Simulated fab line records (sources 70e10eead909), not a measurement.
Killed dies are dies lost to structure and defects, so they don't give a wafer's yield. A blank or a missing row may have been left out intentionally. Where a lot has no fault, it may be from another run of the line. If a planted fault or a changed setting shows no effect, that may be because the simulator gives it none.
Matching of chambers / flow nand harc / NHARC_A_STAIRCASE_DESCUM_168 on rie diel-13 has 4 sister chambers
The step chemistry O2, time 3 s. 8 wafers are shown with their chamber, then 7 later ones without.

EACH WAFER AND ITS CHAMBER
wafer=L078.2; chamber=0; showerhead plenum p Torr (Torr)=1.98; drypump motor current A (A)=5.9
wafer=L084.2; chamber=1; showerhead plenum p Torr (Torr)=1.96; drypump motor current A (A)=5.9
wafer=L084.5; chamber=2; showerhead plenum p Torr (Torr)=1.84; drypump motor current A (A)=5.8
wafer=L083.1; chamber=3; showerhead plenum p Torr (Torr)=1.92; drypump motor current A (A)=5.9
wafer=L083.2; chamber=1; showerhead plenum p Torr (Torr)=1.96; drypump motor current A (A)=5.9
wafer=L083.3; chamber=2; showerhead plenum p Torr (Torr)=1.84; drypump motor current A (A)=5.8
wafer=L083.4; chamber=0; showerhead plenum p Torr (Torr)=1.97; drypump motor current A (A)=5.8
wafer=L083.5; chamber=3; showerhead plenum p Torr (Torr)=1.92; drypump motor current A (A)=5.9

WAFERS WITH NO CHAMBER GIVEN
wafer=L083.6; showerhead plenum p Torr (Torr)=1.84; drypump motor current A (A)=5.8
wafer=L096.2; showerhead plenum p Torr (Torr)=1.91; drypump motor current A (A)=5.9
wafer=L096.4; showerhead plenum p Torr (Torr)=1.95; drypump motor current A (A)=5.9
wafer=L096.5; showerhead plenum p Torr (Torr)=1.83; drypump motor current A (A)=5.8
wafer=L097.2; showerhead plenum p Torr (Torr)=1.95; drypump motor current A (A)=6.0
wafer=L097.4; showerhead plenum p Torr (Torr)=1.83; drypump motor current A (A)=5.8
wafer=L097.5; showerhead plenum p Torr (Torr)=1.83; drypump motor current A (A)=5.7

EACH ONE'S CHAMBER
wafer=L083.6; from the rows above=2; in truth=2
wafer=L096.2; from the rows above=3; in truth=3
wafer=L096.4; from the rows above=1; in truth=1
wafer=L096.5; from the rows above=2; in truth=2
wafer=L097.2; from the rows above=1; in truth=1
wafer=L097.4; from the rows above=2; in truth=2
wafer=L097.5; from the rows above=2; in truth=2
Correctly placed: 7 of 7. Not placeable from these rows: 0. Placed wrongly: 0.
How it was worked out, from the rows above alone: a wafer's distance from a chamber is the root of the sum, over the readings, of the square of ((its reading less the chamber's mean) divided by the reading's scatter). The wafer belongs to the nearest chamber; if the next one is less than 2 further off, it can't be placed. For every chamber, the mean is computed from those of its wafers that are shown. The scatter: the root of (the sum of the squares of (reading less its chamber's mean) over the shown wafers, divided by (wafers less chambers)).
